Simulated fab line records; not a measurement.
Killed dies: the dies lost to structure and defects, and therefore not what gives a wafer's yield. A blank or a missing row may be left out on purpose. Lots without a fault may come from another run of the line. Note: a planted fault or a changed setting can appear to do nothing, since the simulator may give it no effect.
Chamber matching ; flow nandHarc ; NHARC_P_GATE_DESCUM_31 on rieDiel-11: 4 sister chambers
The step chemistry O2, time 3 s. 4 wafers are shown with their chamber, then 6 later ones without.

## WAFERS WITH THEIR CHAMBER
wafer;chamber;showerheadPlenumPTorr (Torr)
L775.1;0;2.01
L778.1;2;2.01
L778.3;1;1.87
L778.5;3;1.95

## WAFERS WITHOUT THEIR CHAMBER
wafer;showerheadPlenumPTorr (Torr)
L781.1;2.00
L781.2;1.87
L781.3;2.01
L782.1;2.01
L782.5;2.01
L782.6;1.95

## CHAMBER TAKEN BY EACH
wafer;from the rows above;in truth
L781.1;can't be placed: 0 or 2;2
L781.2;1;1
L781.3;can't be placed: 0 or 2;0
L782.1;can't be placed: 0 or 2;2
L782.5;can't be placed: 0 or 2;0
L782.6;3;3
2 of 6 placed correctly. Cannot be placed on the basis of these rows: 4; the candidates contain the true chamber in 4. 0 placed wrongly.
How it was worked out, from the rows above alone: a wafer's distance from a chamber is the root of the sum, over the readings, of the square of ((its reading less the chamber's mean) divided by the reading's scatter). If the next closest chamber is less than 2 further off than the closest, the wafer can't be placed; otherwise it belongs to the closest. The mean given for a chamber averages the wafers shown for that chamber. The scatter: root of mean squared gap, hidden wafer to nearest shown wafer, with one shown wafer a chamber.
